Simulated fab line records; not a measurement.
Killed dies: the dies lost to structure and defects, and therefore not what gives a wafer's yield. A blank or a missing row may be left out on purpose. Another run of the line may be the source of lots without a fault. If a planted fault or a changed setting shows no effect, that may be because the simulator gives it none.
Lot-split experiment / flow n5 finfet / 7 lots, 21 wafers read, on a route of 1938 steps

== ON THE SPLIT ==
At N5_FIN_SAQP_HM_DEP_03 (deposits SiNx from SiH4/NH3/N2, target thk 38 nm, time 33.6 s), the setting time s was moved away from the recipe's 33.6 s on 9 of the 21 wafers read, by -6.5% to +14.6%. The other wafers ran this setting at the recipe's value.

== FROM THE SPLIT TO THE READING: what the file shows between them, 16 steps ==
- N5_FIN_SAQP_THK_MEAS_05
- N5_FIN_SAQP_EXPOSE_13: exposes mask FIN CORE, target cd 35.6 nm (also split here: dose mj)
- N5_FIN_SAQP_PEB_14: peb time 60 s
- N5_FIN_SAQP_DEVELOP_15: develop time 30 s
- N5_FIN_SAQP_ETCH_57: etches SiNx in CH3F/O2, target depth 32.5 nm, time 46.4 s
- N5_FIN_SAQP_ETCH_65: etches SiO2 in CF4, target depth 4 nm, time 4.4 s
- N5_FIN_SAQP_MANDREL_ETCH_58: etches a-Si in HBr/Cl2, stops on SiNx, target depth 45 nm, bt time 10 s, time 27 s
- N5_FIN_SAQP_RECESS_63: chemistry HF/NH3, target SiO2, target depth 18 nm, afs cycles 3, sublimation time 60 s
- N5_FIN_SAQP_COAT_68: time 60 s, resist thk 100 nm
- N5_FIN_SAQP_SPACER2_ALD_28: deposits SiO2, target thk 8.1 nm, pulse time 1 s, purge time 2 s
- N5_FIN_SAQP_SPACER2_ETCHBACK_29: etches SiO2 in CHF3/O2, target depth 12.2 nm, time 6.1 s
- N5_FIN_SAQP_MANDREL2_REMOVE_60: chemistry HBr/Cl2/O2, target a-Si, stops on SiNx, bt time 10 s
- N5_FIN_SAQP_HM_OPEN_33: chemistry CH3F/O2, target SiNx, target depth 49.4 nm, time 70.6 s
- N5_FIN_SAQP_ETCH_34: etches SiO2 in C4F6/O2, target depth 45 nm, time 15 s
- N5_FIN_SAQP_STRIP_77: strips in N2/H2, time 90 s
- N5_FIN_SAQP_ETCH_64: etches SiO2 in CF4, target depth 1.5 nm

== THE READING ==
SiNx_of_FIN_SAQP_HM_DEP_03.thk nm (the simulator's own value, which no gauge read), in nm, at N5_FIN_SAQP_FIN_ETCH_36 (etches the open film in HBr/Cl2/O2, target depth 120 nm, time 50.4 s). The file gives no usual value for it. The 12 wafers here that ran the recipe average 21.0 nm, standard deviation 0.61 nm.

wafer=L074.1; tool, chamber at the split=pecvd-03, 0; time s as run, s=33.6; against the recipe=recipe; SiNx_of_FIN_SAQP_HM_DEP_03.thk nm, nm=21; against lot-mates on the recipe=-
wafer=L074.3; tool, chamber at the split=pecvd-03, 0; time s as run, s=33.6; against the recipe=recipe; SiNx_of_FIN_SAQP_HM_DEP_03.thk nm, nm=22; against lot-mates on the recipe=-
wafer=L074.5; tool, chamber at the split=pecvd-03, 1; time s as run, s=33.6; against the recipe=recipe; SiNx_of_FIN_SAQP_HM_DEP_03.thk nm, nm=20.8; against lot-mates on the recipe=-
wafer=L078.3; tool, chamber at the split=pecvd-01, 2; time s as run, s=33.6; against the recipe=recipe; SiNx_of_FIN_SAQP_HM_DEP_03.thk nm, nm=20.6; against lot-mates on the recipe=-
wafer=L078.4; tool, chamber at the split=pecvd-01, 0; time s as run, s=31.42; against the recipe=-6.5%; SiNx_of_FIN_SAQP_HM_DEP_03.thk nm, nm=18; against lot-mates on the recipe=-2.6
wafer=L078.5; tool, chamber at the split=pecvd-01, 2; time s as run, s=31.42; against the recipe=-6.5%; SiNx_of_FIN_SAQP_HM_DEP_03.thk nm, nm=18.6; against lot-mates on the recipe=-2.0
wafer=L079.1; tool, chamber at the split=pecvd-03, 1; time s as run, s=33.6; against the recipe=recipe; SiNx_of_FIN_SAQP_HM_DEP_03.thk nm, nm=21.2; against lot-mates on the recipe=-
wafer=L079.4; tool, chamber at the split=pecvd-03, 2; time s as run, s=33.6; against the recipe=recipe; SiNx_of_FIN_SAQP_HM_DEP_03.thk nm, nm=21; against lot-mates on the recipe=-
wafer=L079.5; tool, chamber at the split=pecvd-03, 1; time s as run, s=33.6; against the recipe=recipe; SiNx_of_FIN_SAQP_HM_DEP_03.thk nm, nm=20.8; against lot-mates on the recipe=-
wafer=L086.3; tool, chamber at the split=pecvd-04, 2; time s as run, s=36.55; against the recipe=+8.8%; SiNx_of_FIN_SAQP_HM_DEP_03.thk nm, nm=25.4; against lot-mates on the recipe=+3.8
wafer=L086.4; tool, chamber at the split=pecvd-04, 2; time s as run, s=33.6; against the recipe=recipe; SiNx_of_FIN_SAQP_HM_DEP_03.thk nm, nm=21.6; against lot-mates on the recipe=-
wafer=L086.6; tool, chamber at the split=pecvd-04, 1; time s as run, s=36.55; against the recipe=+8.8%; SiNx_of_FIN_SAQP_HM_DEP_03.thk nm, nm=26.2; against lot-mates on the recipe=+4.6
wafer=L090.1; tool, chamber at the split=pecvd-01, 0; time s as run, s=33.6; against the recipe=recipe; SiNx_of_FIN_SAQP_HM_DEP_03.thk nm, nm=19.4; against lot-mates on the recipe=-
wafer=L090.5; tool, chamber at the split=pecvd-01, 2; time s as run, s=35.39; against the recipe=+5.3%; SiNx_of_FIN_SAQP_HM_DEP_03.thk nm, nm=22.8; against lot-mates on the recipe=+3.4
wafer=L090.6; tool, chamber at the split=pecvd-01, 1; time s as run, s=35.39; against the recipe=+5.3%; SiNx_of_FIN_SAQP_HM_DEP_03.thk nm, nm=22.4; against lot-mates on the recipe=+3.0
wafer=L091.1; tool, chamber at the split=pecvd-03, 0; time s as run, s=33.6; against the recipe=recipe; SiNx_of_FIN_SAQP_HM_DEP_03.thk nm, nm=21.4; against lot-mates on the recipe=-
wafer=L091.5; tool, chamber at the split=pecvd-03, 1; time s as run, s=33.6; against the recipe=recipe; SiNx_of_FIN_SAQP_HM_DEP_03.thk nm, nm=21.4; against lot-mates on the recipe=-
wafer=L091.3; tool, chamber at the split=pecvd-03, 1; time s as run, s=33.6; against the recipe=recipe; SiNx_of_FIN_SAQP_HM_DEP_03.thk nm, nm=21; against lot-mates on the recipe=-
wafer=L094.1; tool, chamber at the split=pecvd-01, 2; time s as run, s=38.49; against the recipe=+14.6%; SiNx_of_FIN_SAQP_HM_DEP_03.thk nm, nm=25.8; against lot-mates on the recipe=no lot-mate on the recipe
wafer=L094.3; tool, chamber at the split=pecvd-01, 1; time s as run, s=38.49; against the recipe=+14.6%; SiNx_of_FIN_SAQP_HM_DEP_03.thk nm, nm=25.4; against lot-mates on the recipe=no lot-mate on the recipe
wafer=L094.6; tool, chamber at the split=pecvd-01, 0; time s as run, s=38.49; against the recipe=+14.6%; SiNx_of_FIN_SAQP_HM_DEP_03.thk nm, nm=26.8; against lot-mates on the recipe=no lot-mate on the recipe

THE FIT
A straight line over all 21 wafers: SiNx_of_FIN_SAQP_HM_DEP_03.thk nm changes by +0.381 nm for each +1% of time s; r = +0.95; the points scatter about the line by 0.79 nm.
The same after taking each lot's own level away (the mean of its wafers on the recipe; 18 wafers): +0.457 nm for each +1%; r = +0.97; scatter 0.44 nm.
The reading moves by 6.7 nm for the largest change in time s, on that fit.
The span of the lots' own levels, 19.40 to 21.60 nm, comes to 3.6 times the standard deviation stated above.
So the lot-to-lot level changes the slope: the two fits differ.
Check: +4.35 nm against its lot-mates is what the line predicts for one of the wafers moved furthest among these (+8.8%) when that wafer is left out of the fit. Against them it came out at +3.8 nm.

== THE OTHER SPLITS THESE WAFERS WENT THROUGH ==
Before the reading, these wafers also passed through other splits. Each is held against what the fit with the lots' levels taken away leaves over:
other split on the same wafers=N5_WELL_APT_PEB_06 peb time s; wafers away from the commonest value=7; r with SiNx_of_FIN_SAQP_HM_DEP_03.thk nm (lot level and that fit taken away)=+0.13
other split on the same wafers=N5_WELL_APT_DEVELOP_07 develop time s; wafers away from the commonest value=8; r with SiNx_of_FIN_SAQP_HM_DEP_03.thk nm (lot level and that fit taken away)=+0.36
other split on the same wafers=N5_FIN_SAQP_EXPOSE_13 dose mj; wafers away from the commonest value=7; r with SiNx_of_FIN_SAQP_HM_DEP_03.thk nm (lot level and that fit taken away)=+0.33

== THE WHOLE CHAIN: every reading that the file lists as answering this split, in the file's order ==
step=N5_FIN_SAQP_HM_DEP_03; what it does=deposits SiNx from SiH4/NH3/N2, target thk 38 nm, time 33.6 s; reading=SiNx_of_FIN_SAQP_HM_DEP_03.thk nm (the simulator's own value, which no gauge read); change (the file's fit)=+0.441 nm for each +1% of the setting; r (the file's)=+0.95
step=N5_FIN_SAQP_THK_MEAS_05; what it does=; reading=thk nm; change (the file's fit)=withheld for each +1% of the setting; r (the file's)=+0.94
step=N5_FIN_SAQP_MANDREL_ETCH_58; what it does=etches a-Si in HBr/Cl2, stops on SiNx, target depth 45 nm, bt time 10 s, time 27 s; reading=SiNx_of_FIN_SAQP_HM_DEP_03.thk nm (the simulator's own value, which no gauge read); change (the file's fit)=+0.433 nm for each +1% of the setting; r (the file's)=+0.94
step=N5_FIN_SAQP_MANDREL2_REMOVE_60; what it does=chemistry HBr/Cl2/O2, target a-Si, stops on SiNx, bt time 10 s; reading=SiNx_of_FIN_SAQP_HM_DEP_03.thk nm (the simulator's own value, which no gauge read); change (the file's fit)=+0.447 nm for each +1% of the setting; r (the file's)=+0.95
step=N5_FIN_SAQP_HM_OPEN_33; what it does=chemistry CH3F/O2, target SiNx, target depth 49.4 nm, time 70.6 s; reading=etch.depth nm (the simulator's own value, which no gauge read); change (the file's fit)=+0.446 nm for each +1% of the setting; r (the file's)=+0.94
step=N5_FIN_SAQP_FIN_ETCH_36; what it does=etches the open film in HBr/Cl2/O2, target depth 120 nm, time 50.4 s; reading=SiNx_of_FIN_SAQP_HM_DEP_03.thk nm (the simulator's own value, which no gauge read); change (the file's fit)=+0.467 nm for each +1% of the setting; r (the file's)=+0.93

== FILE'S OWN FIT ==
SiNx_of_FIN_SAQP_HM_DEP_03.thk nm changes by +0.467 nm for each +1% of time s, r = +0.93.
